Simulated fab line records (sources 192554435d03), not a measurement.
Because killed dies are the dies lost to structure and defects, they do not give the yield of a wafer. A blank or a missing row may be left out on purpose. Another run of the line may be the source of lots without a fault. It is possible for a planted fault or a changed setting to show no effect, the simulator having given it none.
fab line records + flow n5-finfet + part 2 of 2: steps 4 to 6 of 6
record:
- lots: 22
- wafers: 66
- last-day: 17
route steps=1938 shown MOL_CONTACT_COAG@613 BEOL_M0_SAQP@636
lots with no fault: from the same line, run without faults
start-h: the number of hours between the record's first day and the start of the first shown wafer of the lot + wait-h: hours from the lot's prior step to this one + " repeats the value in the row above + L1.1+2: a row that stands for several wafers + - no value, or no start given + * or withheld: withheld + < > ~ a bound
route shown NAME@n: names a module that has steps shown in the file, with the first one's number in the route + usual: average and standard deviation across the fault-free wafers + same: alike in all rows + chamber/n: place in a boat + sites: per-site readings + _std_site: the values' standard deviation + _edge_site: outer sites' mean less inner sites' + radius-mm: for every site, how far away it sits from the centre of the wafer + mask NAME#n: copy n + behind: tool/chamber where the wafer was last shaped + hold: what put the lot on hold/how long, in hours/how the hold closed + device: which transistor (n, p or np) failed to switch + end of line: at the end of the route, the tests of the same wafers + a step without rows: its recipe alone + killed: the dies lost at the first sort to structure and to defects; this is not the yield of the wafer + map: a wafer's dies, marking killed ones x, the rest . and places with no die _
set.NAME: the setting that was run; set.NAME@STEP: the one run at that earlier step + model.NAME: the simulator's own value behind a step, which no gauge read
the route's steps for a sample of lots (tables are steps, rows are wafers)
services: from which hour (start-h, from the record's first day; less than 0 if before it) a tool's chamber was out of use, for how many hours, and why
== steps ==
step: N5_BEOL_M0_SAQP_MANDREL_ETCH_103
recipe:
- chemistry: HBr/Cl2
- target: a-Si
- target-depth-a: 450
- bt-time-s: 10
- stop-on: SiCN
- mask-material: SiO2
- over-etch-frac: 0.8
- time-s: 27
- pressure-mtorr: 10
- icp-w: 800
- bias-w: 75
- HBr_flow_sccm: 150
- Cl2_flow_sccm: 80
- ends: end-point
usual:
- HBr_flow_sccm: 150.0/0.47
- bias-w: 75.04/0.21
- drypump-motor-current-A: 5.8/0.47
- oes-product-au: 0.682/0.011
- throttle-valve-pct: 35.5/0.33
| lot.wafer | tool      | chamber | start-h | wait-h | HBr_flow_sccm | bias-w | drypump-motor-current-A | oes-product-au | rf-hours-counter-h | throttle-valve-pct |
|-----------|-----------|---------|---------|--------|---------------|--------|-------------------------|----------------|--------------------|--------------------|
| L074.1    | rie-si-01 | 1       | 118.14  | 0.0    | 151.3         | 75.03  | 6.3                     | 0.681          | 3                  | 35.7               |
| L074.3    | "         | 3       | "       | "      | 149.6         | 75.08  | 5.9                     | 0.707          | 135                | 35.7               |
| L074.6    | "         | 1       | "       | "      | 150.5         | 75.12  | 6.3                     | 0.695          | -                  | 35.7               |
| L075.1    | rie-si-02 | 1       | 121.74  | 0.0    | 149.9         | 75.48  | 5.4                     | 0.671          | 102                | 35.4               |
| L075.3    | "         | 0       | "       | "      | 149.7         | 75.09  | 5.9                     | 0.667          | 54                 | 36.1               |
| L075.4    | "         | 3       | "       | "      | 150.5         | 75.17  | 6.5                     | 0.686          | 98                 | 35.2               |
| L078.2    | rie-si-03 | 3       | 131.72  | 0.0    | 149.8         | 75.05  | 4.9                     | 0.665          | 7                  | 34.9               |
| L078.3    | "         | 1       | "       | "      | 150.7         | 74.89  | 6.2                     | 0.686          | 3                  | 35.7               |
| L078.6    | "         | 1       | "       | "      | 149.0         | 75.19  | 6.2                     | 0.698          | -                  | 35.8               |
| L077.2    | rie-si-01 | 3       | 136.47  | 0.0    | 150.3         | 75.00  | 5.8                     | 0.691          | 135                | 35.7               |
| L077.5    | "         | 2       | "       | "      | 149.9         | 75.02  | 6.3                     | 0.684          | -                  | 35.5               |
| L077.6    | "         | 1       | "       | "      | 150.9         | 74.95  | 6.2                     | 0.692          | -                  | 35.7               |
| L079.3    | rie-si-01 | 3       | 143.20  | 0.0    | 149.3         | 75.01  | 5.9                     | 0.692          | 135                | 35.7               |
| L079.5    | "         | 2       | "       | "      | 149.5         | 75.34  | 6.3                     | 0.699          | -                  | 35.4               |
| L079.6    | "         | 3       | "       | "      | 149.0         | 75.35  | 5.9                     | 0.701          | -                  | 35.7               |
| L080.2    | rie-si-02 | 0       | 146.07  | 0.0    | 149.8         | 75.05  | 5.9                     | 0.680          | 54                 | 36.1               |
| L080.3    | "         | 2       | "       | "      | 150.0         | 74.87  | 5.9                     | 0.667          | 108                | 35.5               |
| L080.4    | "         | 3       | "       | "      | 149.7         | 74.92  | 6.5                     | 0.690          | 99                 | 35.2               |
| L081.3    | rie-si-03 | 3       | 153.25  | 0.0    | 150.5         | 75.22  | 4.9                     | 0.670          | 7                  | 34.9               |
| L081.4    | "         | 0       | "       | "      | 149.9         | 74.94  | 5.6                     | 0.702          | 9                  | 35.8               |
| L081.5    | "         | 0       | "       | "      | 150.0         | 75.25  | 5.6                     | 0.698          | -                  | 35.8               |
| L082.2    | rie-si-01 | 3       | 158.17  | 0.0    | 149.8         | 74.89  | 5.8                     | 0.694          | 136                | 35.7               |
| L082.4    | "         | 1       | "       | "      | 149.5         | 74.72  | 6.3                     | 0.687          | 4                  | 35.7               |
| L082.5    | "         | 3       | "       | "      | 150.2         | 74.81  | 5.8                     | 0.696          | -                  | 35.7               |
| L083.1    | rie-si-02 | 0       | 160.37  | 0.0    | 149.8         | 75.37  | 5.9                     | 0.673          | 54                 | 36.1               |
| L083.2    | "         | 3       | "       | "      | 149.7         | 74.85  | 6.5                     | 0.677          | 99                 | 35.3               |
| L083.4    | "         | 2       | "       | "      | 150.3         | 75.03  | 5.8                     | 0.674          | 108                | 35.5               |
| L084.1    | rie-si-03 | 0       | 171.45  | 0.0    | 149.7         | 75.07  | 5.6                     | 0.690          | 9                  | 35.8               |
| L084.2    | "         | 1       | "       | "      | 149.1         | 74.89  | 6.2                     | 0.692          | 4                  | 35.8               |
| L084.3    | "         | 3       | "       | "      | 150.6         | 74.80  | 4.9                     | 0.655          | 7                  | 34.9               |
| L085.1    | rie-si-01 | 1       | 176.65  | 0.0    | 150.1         | 74.82  | 6.2                     | 0.692          | 5                  | 35.7               |
| L085.3    | "         | 2       | "       | "      | 149.8         | 74.62  | 6.3                     | 0.671          | 9                  | 35.5               |
| L085.4    | "         | 3       | "       | "      | 149.6         | 75.35  | 5.8                     | 0.691          | 136                | 35.7               |
| L086.1    | rie-si-01 | 0       | 185.76  | 0.0    | 149.5         | 74.76  | 5.4                     | 0.670          | 126                | 35.4               |
| L086.2    | "         | 1       | "       | "      | 149.9         | 75.05  | 6.3                     | 0.674          | 5                  | 35.7               |
| L086.4    | "         | 2       | "       | "      | 150.4         | 75.16  | 6.3                     | 0.694          | 9                  | 35.5               |
| L087.2    | rie-si-03 | 2       | 188.91  | 0.0    | 149.4         | 74.73  | 6.2                     | 0.681          | 111                | 35.0               |
| L087.4    | "         | 0       | "       | "      | 150.5         | 74.97  | 5.5                     | 0.699          | 10                 | 35.8               |
| L087.6    | "         | 2       | "       | "      | 149.2         | 74.95  | 6.3                     | 0.691          | -                  | 35.0               |
| L089.1    | rie-si-01 | 1       | 201.00  | 0.0    | 149.5         | 75.23  | 6.3                     | 0.692          | 5                  | 35.7               |
| L089.3    | "         | 0       | "       | "      | 149.7         | 74.55  | 5.4                     | 0.686          | 126                | 35.3               |
| L089.6    | "         | 1       | "       | "      | 149.1         | 75.14  | 6.2                     | 0.701          | -                  | 35.7               |
| L090.2    | rie-si-03 | 3       | 208.87  | 0.0    | 149.9         | 75.32  | 4.9                     | 0.667          | 8                  | 34.9               |
| L090.4    | "         | 1       | "       | "      | 150.5         | 75.01  | 6.2                     | 0.690          | 4                  | 35.8               |
| L090.5    | "         | 1       | "       | "      | 149.7         | 75.00  | 6.2                     | 0.693          | -                  | 35.8               |
| L091.1    | rie-si-02 | 1       | 212.07  | 0.0    | 150.0         | 75.34  | 5.4                     | 0.678          | 104                | 35.4               |
| L091.4    | "         | 2       | "       | "      | 150.0         | 75.01  | 5.9                     | 0.668          | 109                | 35.5               |
| L091.6    | "         | 2       | "       | "      | 150.1         | 74.81  | 5.8                     | 0.672          | -                  | 35.6               |
| L092.1    | rie-si-02 | 2       | 223.99  | 0.0    | 149.3         | 75.06  | 5.9                     | 0.669          | 110                | 35.6               |
| L092.4    | "         | 3       | "       | "      | 150.8         | 74.94  | 6.5                     | 0.681          | 100                | 35.3               |
| L092.5    | "         | 2       | "       | "      | 149.8         | 75.28  | 5.8                     | 0.670          | -                  | 35.6               |
| L093.3    | rie-si-01 | 3       | 230.46  | 0.0    | 150.1         | 74.96  | 5.8                     | 0.701          | 137                | 35.7               |
| L093.4    | "         | 1       | "       | "      | 150.2         | 74.70  | 6.3                     | 0.688          | 6                  | 35.7               |
| L093.5    | "         | 0       | "       | "      | 149.0         | 75.38  | 5.4                     | 0.676          | -                  | 35.4               |
| L094.1    | rie-si-03 | 2       | 235.59  | 0.0    | 150.3         | 75.11  | 6.2                     | 0.673          | 112                | 35.0               |
| L094.2    | "         | 3       | "       | "      | 151.0         | 74.96  | 4.9                     | 0.666          | 8                  | 34.9               |
| L094.5    | "         | 0       | "       | "      | 150.3         | 74.75  | 5.6                     | 0.693          | -                  | 35.8               |
| L095.2    | rie-si-02 | 0       | 243.38  | 0.0    | 149.5         | 75.03  | 5.9                     | 0.672          | 56                 | 36.1               |
| L095.3    | "         | 1       | "       | "      | 149.9         | 75.15  | 5.4                     | 0.668          | 104                | 35.5               |
| L095.4    | "         | 3       | "       | "      | 149.4         | 75.36  | 6.5                     | 0.694          | 100                | 35.2               |
| L096.1    | rie-si-01 | 2       | 246.85  | 0.0    | 149.9         | 75.06  | 6.3                     | 0.680          | 10                 | 35.5               |
| L096.4    | "         | 1       | "       | "      | 149.7         | 75.33  | 6.3                     | 0.693          | 6                  | 35.7               |
| L096.5    | "         | 0       | "       | "      | 150.1         | 75.04  | 5.4                     | 0.681          | -                  | 35.4               |
| L097.2    | rie-si-03 | 1       | 251.87  | 0.0    | 150.0         | 75.12  | 6.2                     | 0.686          | 5                  | 35.8               |
| L097.3    | "         | 0       | "       | "      | 150.1         | 74.64  | 5.6                     | 0.698          | 11                 | 35.8               |
| L097.4    | "         | 2       | "       | "      | 150.1         | 75.21  | 6.3                     | 0.679          | 112                | 35.0               |
step: N5_BEOL_M0_SAQP_RECESS_109
recipe:
- chemistry: HF/NH3
- target: SiO2
- target-depth-a: 30
- afs-cycles: 1
- temp-c: 30
- sublimation-temp-c: 180
- sublimation-time-s: 60
usual:
- drypump-motor-current-A: 5.7/0.47
- sublimation-temp-c: 179.97/0.16
| lot.wafer | tool          | chamber | start-h | wait-h | drypump-motor-current-A | sublimation-temp-c |
|-----------|---------------|---------|---------|--------|-------------------------|--------------------|
| L074.1    | vapor-etch-02 | 0       | 118.95  | 0.0    | 6.3                     | 180.02             |
| L074.3    | "             | 1       | "       | "      | 5.6                     | 179.74             |
| L074.6    | "             | 0       | "       | "      | 6.3                     | 180.01             |
| L075.1    | vapor-etch-02 | 1       | 122.56  | 0.0    | 5.6                     | 179.75             |
| L075.3    | "             | 0       | "       | "      | 6.3                     | 179.94             |
| L075.4    | "             | 1       | "       | "      | 5.6                     | 179.63             |
| L078.2    | vapor-etch-02 | 1       | 132.58  | 0.0    | 5.6                     | 180.30             |
| L078.3    | "             | 1       | "       | "      | 5.6                     | 180.16             |
| L078.6    | "             | 1       | "       | "      | 5.6                     | 180.34             |
| L077.2    | vapor-etch-01 | 0       | 137.16  | 0.0    | 5.2                     | 180.34             |
| L077.5    | "             | 1       | "       | "      | 5.3                     | 179.83             |
| L077.6    | "             | 0       | "       | "      | 5.2                     | 180.06             |
| L079.3    | vapor-etch-01 | 0       | 143.98  | 0.1    | 5.2                     | 180.00             |
| L079.5    | "             | 0       | "       | "      | 5.2                     | 179.91             |
| L079.6    | "             | 1       | "       | "      | 5.3                     | 179.82             |
| L080.2    | vapor-etch-01 | 1       | 146.76  | 0.0    | 5.3                     | 179.84             |
| L080.3    | "             | 0       | "       | "      | 5.2                     | 180.10             |
| L080.4    | "             | 1       | "       | "      | 5.3                     | 179.90             |
| L081.3    | vapor-etch-01 | 1       | 154.06  | 0.1    | 5.3                     | 180.02             |
| L081.4    | "             | 0       | "       | "      | 5.2                     | 179.69             |
| L081.5    | "             | 0       | "       | "      | 5.2                     | 179.86             |
| L082.2    | vapor-etch-02 | 1       | 158.86  | 0.0    | 5.7                     | 179.89             |
| L082.4    | "             | 0       | "       | "      | 6.4                     | 180.22             |
| L082.5    | "             | 1       | "       | "      | 5.7                     | 180.08             |
| L083.1    | vapor-etch-02 | 1       | 161.19  | 0.0    | 5.6                     | 179.98             |
| L083.2    | "             | 0       | "       | "      | 6.3                     | 179.95             |
| L083.4    | "             | 1       | "       | "      | 5.6                     | 180.04             |
| L084.1    | vapor-etch-02 | 0       | 172.14  | 0.0    | 6.4                     | 179.77             |
| L084.2    | "             | 1       | "       | "      | 5.6                     | 179.97             |
| L084.3    | "             | 0       | "       | "      | 6.4                     | 179.79             |
| L085.1    | vapor-etch-01 | 0       | 177.37  | 0.0    | 5.2                     | 180.16             |
| L085.3    | "             | 0       | "       | "      | 5.2                     | 180.13             |
| L085.4    | "             | 1       | "       | "      | 5.3                     | 179.99             |
| L086.1    | vapor-etch-01 | 0       | 186.71  | 0.0    | 5.2                     | 180.17             |
| L086.2    | "             | 1       | "       | "      | 5.3                     | 180.00             |
| L086.4    | "             | 0       | "       | "      | 5.2                     | 179.97             |
| L087.2    | vapor-etch-02 | 1       | 189.60  | 0.0    | 5.6                     | 179.93             |
| L087.4    | "             | 1       | "       | "      | 5.7                     | 179.90             |
| L087.6    | "             | 1       | "       | "      | 5.6                     | 180.00             |
| L089.1    | vapor-etch-02 | 0       | 201.69  | 0.0    | 6.4                     | 179.79             |
| L089.3    | "             | 0       | "       | "      | 6.4                     | 180.13             |
| L089.6    | "             | 1       | "       | "      | 5.6                     | 179.95             |
| L090.2    | vapor-etch-02 | 1       | 209.57  | 0.0    | 5.6                     | 180.03             |
| L090.4    | "             | 1       | "       | "      | 5.6                     | 179.97             |
| L090.5    | "             | 1       | "       | "      | 5.7                     | 179.84             |
| L091.1    | vapor-etch-02 | 0       | 212.76  | 0.0    | 6.4                     | 179.78             |
| L091.4    | "             | 1       | "       | "      | 5.6                     | 180.19             |
| L091.6    | "             | 0       | "       | "      | 6.3                     | 179.64             |
| L092.1    | vapor-etch-02 | 0       | 224.68  | 0.0    | 6.3                     | 180.00             |
| L092.4    | "             | 0       | "       | "      | 6.4                     | 180.11             |
| L092.5    | "             | 1       | "       | "      | 5.6                     | 179.96             |
| L093.3    | vapor-etch-01 | 0       | 231.19  | 0.1    | 5.2                     | 179.95             |
| L093.4    | "             | 1       | "       | "      | 5.3                     | 179.96             |
| L093.5    | "             | 0       | "       | "      | 5.2                     | 179.81             |
| L094.1    | vapor-etch-02 | 0       | 236.40  | 0.0    | 6.4                     | 179.98             |
| L094.2    | "             | 1       | "       | "      | 5.6                     | 180.08             |
| L094.5    | "             | 1       | "       | "      | 5.6                     | 180.14             |
| L095.2    | vapor-etch-01 | 0       | 244.07  | 0.0    | 5.2                     | 179.98             |
| L095.3    | "             | 0       | "       | "      | 5.2                     | 180.27             |
| L095.4    | "             | 1       | "       | "      | 5.2                     | 179.76             |
| L096.1    | vapor-etch-02 | 1       | 247.54  | 0.0    | 5.6                     | 180.25             |
| L096.4    | "             | 1       | "       | "      | 5.6                     | 180.04             |
| L096.5    | "             | 0       | "       | "      | 6.4                     | 179.85             |
| L097.2    | vapor-etch-01 | 0       | 252.56  | 0.0    | 5.2                     | 180.15             |
| L097.3    | "             | 0       | "       | "      | 5.2                     | 180.01             |
| L097.4    | "             | 1       | "       | "      | 5.3                     | 180.15             |
step: N5_BEOL_M0_SAQP_SPACER2_ALD_26
recipe:
- material: SiO2
- target-thk-a: 150
- temp-c: 300
- ald-precursor-family: BDEAS
- ald-co-reactant: O2-plasma
- pulse-time-s: 1
- purge-time-s: 2
- co-reactant-purge-time-s: 2
- pressure-torr: 2
usual:
- chamber-pressure-Torr: 2.000/0.0045
- heater-power-w: 472/38
- precursor-pulse-height-rel: 1.000/0.019
same:
- pulse-time-s: 1
| lot.wafer | tool       | chamber | start-h | wait-h | chamber-pressure-Torr | heater-power-w | precursor-pulse-height-rel |
|-----------|------------|---------|---------|--------|-----------------------|----------------|----------------------------|
| L074.1    | ald-sin-03 | 1       | 119.10  | 0.1    | 2.002                 | 439            | 0.990                      |
| L074.3    | "          | 2       | "       | "      | 1.995                 | 479            | 1.019                      |
| L074.6    | "          | 3       | "       | "      | 2.002                 | 503            | 1.036                      |
| L075.1    | ald-sin-03 | 2       | 122.70  | 0.1    | 1.998                 | 466            | 0.960                      |
| L075.3    | "          | 1       | "       | "      | 1.993                 | 438            | 1.008                      |
| L075.4    | "          | 0       | "       | "      | 1.995                 | 382            | 0.986                      |
| L078.2    | ald-sin-04 | 0       | 132.72  | 0.1    | 1.996                 | 473            | 1.007                      |
| L078.3    | "          | 2       | "       | "      | 2.001                 | 471            | 1.004                      |
| L078.6    | "          | 2       | "       | "      | 1.994                 | 475            | 0.995                      |
| L077.2    | ald-sin-03 | 3       | 137.31  | 0.1    | 2.002                 | 505            | 1.013                      |
| L077.5    | "          | 2       | "       | "      | 2.002                 | 485            | 0.997                      |
| L077.6    | "          | 1       | "       | "      | 1.999                 | 441            | 1.008                      |
| L079.3    | ald-sin-03 | 1       | 144.46  | 0.4    | 2.000                 | 448            | 0.959                      |
| L079.5    | "          | 3       | "       | "      | 1.997                 | 512            | 0.971                      |
| L079.6    | "          | 2       | "       | "      | 2.005                 | 475            | 1.012                      |
| L080.2    | ald-sin-01 | 0       | 146.91  | 0.1    | 2.002                 | 515            | 0.983                      |
| L080.3    | "          | 3       | "       | "      | 2.003                 | 518            | 1.013                      |
| L080.4    | "          | 2       | "       | "      | 2.006                 | 408            | 1.013                      |
| L081.3    | ald-sin-04 | 0       | 154.17  | 0.1    | 1.997                 | 465            | 0.991                      |
| L081.4    | "          | 3       | "       | "      | 2.003                 | 473            | 0.991                      |
| L081.5    | "          | 3       | "       | "      | 1.999                 | 468            | 0.992                      |
| L082.2    | ald-sin-01 | 1       | 159.00  | 0.1    | 2.004                 | 512            | 1.004                      |
| L082.4    | "          | 3       | "       | "      | 2.004                 | 522            | 1.025                      |
| L082.5    | "          | 0       | "       | "      | 1.998                 | 503            | 1.001                      |
| L083.1    | ald-sin-04 | 2       | 161.34  | 0.1    | 2.005                 | 479            | 1.024                      |
| L083.2    | "          | 3       | "       | "      | 2.000                 | 457            | 0.977                      |
| L083.4    | "          | 0       | "       | "      | 2.002                 | 475            | 0.989                      |
| L084.1    | ald-sin-03 | 1       | 172.28  | 0.1    | 1.997                 | 441            | 1.008                      |
| L084.2    | "          | 0       | "       | "      | 2.012                 | 393            | 0.977                      |
| L084.3    | "          | 2       | "       | "      | 2.005                 | 474            | 0.996                      |
| L085.1    | ald-sin-03 | 3       | 177.51  | 0.1    | 2.007                 | 498            | 1.039                      |
| L085.3    | "          | 2       | "       | "      | 2.000                 | 459            | 0.999                      |
| L085.4    | "          | 1       | "       | "      | 1.999                 | 447            | 0.998                      |
| L086.1    | ald-sin-03 | 3       | 188.45  | 1.7    | 1.996                 | 500            | 0.987                      |
| L086.2    | "          | 0       | "       | "      | 2.002                 | 388            | 1.010                      |
| L086.4    | "          | 1       | "       | "      | 1.998                 | 452            | 0.998                      |
| L087.2    | ald-sin-04 | 0       | 191.25  | 1.6    | 2.010                 | 454            | 1.018                      |
| L087.4    | "          | 2       | "       | "      | 2.003                 | 483            | 1.000                      |
| L087.6    | "          | 1       | "       | "      | 1.995                 | 519            | 0.969                      |
| L089.1    | ald-sin-04 | 2       | 201.83  | 0.1    | 2.001                 | 467            | 0.994                      |
| L089.3    | "          | 1       | "       | "      | 1.998                 | 516            | 0.975                      |
| L089.6    | "          | 0       | "       | "      | 2.012                 | 471            | 0.999                      |
| L090.2    | ald-sin-03 | 1       | 210.01  | 0.4    | 1.996                 | 438            | 1.025                      |
| L090.4    | "          | 0       | "       | "      | 1.999                 | 383            | 1.002                      |
| L090.5    | "          | 3       | "       | "      | 1.998                 | 491            | 0.987                      |
| L091.1    | ald-sin-03 | 3       | 212.91  | 0.1    | 2.002                 | 505            | 0.997                      |
| L091.4    | "          | 0       | "       | "      | 1.997                 | 375            | 1.005                      |
| L091.6    | "          | 0       | "       | "      | 1.994                 | 386            | 0.977                      |
| L092.1    | ald-sin-04 | 1       | 224.82  | 0.1    | 2.003                 | 516            | 1.000                      |
| L092.4    | "          | 0       | "       | "      | 1.999                 | 461            | 1.004                      |
| L092.5    | "          | 1       | "       | "      | 2.000                 | 514            | 0.987                      |
| L093.3    | ald-sin-04 | 2       | 231.72  | 0.5    | 1.994                 | 475            | 0.972                      |
| L093.4    | "          | 2       | "       | "      | 2.003                 | 477            | 0.986                      |
| L093.5    | "          | 0       | "       | "      | 2.006                 | 464            | 0.981                      |
| L094.1    | ald-sin-03 | 0       | 237.43  | 1.0    | 1.994                 | 382            | 0.977                      |
| L094.2    | "          | 2       | "       | "      | 2.007                 | 474            | 0.981                      |
| L094.5    | "          | 1       | "       | "      | 1.999                 | 437            | 0.992                      |
| L095.2    | ald-sin-04 | 1       | 244.58  | 0.5    | 1.997                 | 520            | 0.994                      |
| L095.3    | "          | 0       | "       | "      | 2.002                 | 465            | 0.991                      |
| L095.4    | "          | 2       | "       | "      | 2.004                 | 475            | 1.026                      |
| L096.1    | ald-sin-01 | 2       | 247.68  | 0.1    | 1.993                 | 421            | 0.996                      |
| L096.4    | "          | 0       | "       | "      | 2.001                 | 521            | 1.006                      |
| L096.5    | "          | 0       | "       | "      | 1.999                 | 513            | 1.026                      |
| L097.2    | ald-sin-04 | 2       | 252.72  | 0.1    | 1.999                 | 447            | 1.002                      |
| L097.3    | "          | 3       | "       | "      | 1.992                 | 453            | 0.997                      |
| L097.4    | "          | 1       | "       | "      | 2.000                 | 515            | 1.012                      |
== services ==
| tool          | chamber | start-h | hours | kind   |
|---------------|---------|---------|-------|--------|
| rie-si-01     | 1       | 87.02   | 2.5   | repair |
| ald-sin-03    | 1       | 89.87   | 2.4   | repair |
| vapor-etch-02 | -       | 90.39   | 2.8   | pm     |
| rie-diel-05   | -       | 93.41   | 0.3   | repair |
| pecvd-03      | -       | 94.80   | 1.2   | repair |
| rie-diel-05   | 3       | 105.12  | 2.2   | repair |
| rie-si-03     | 3       | 109.47  | 4.6   | repair |
| rie-si-01     | 2       | 117.89  | 3.0   | repair |
| rie-si-02     | 2       | 125.50  | 2.1   | repair |
| ald-sin-04    | 3       | 164.23  | 72.6  | repair |
| rie-diel-05   | 0       | 167.54  | 4.6   | repair |
| rie-si-02     | 3       | 171.94  | 12.5  | repair |
| ald-sin-04    | 0       | 176.52  | 6.5   | repair |
| ald-sin-04    | -       | 176.75  | 14.0  | pm     |
| ald-sin-03    | 0       | 176.91  | 4.8   | repair |
| rie-diel-03   | 2       | 185.10  | 3.2   | repair |
| rie-diel-05   | -       | 196.32  | 1.0   | repair |
| pecvd-04      | -       | 197.04  | 6.0   | pm     |
| rie-diel-04   | -       | 199.04  | 0.5   | repair |
| ald-sin-04    | 0       | 205.22  | 2.2   | repair |
| rie-si-03     | 3       | 210.44  | 2.9   | repair |
| ald-sin-03    | 3       | 223.98  | 16.6  | repair |
| rie-si-03     | -       | 225.63  | 0.6   | repair |
| ald-sin-04    | 0       | 232.86  | 4.4   | repair |
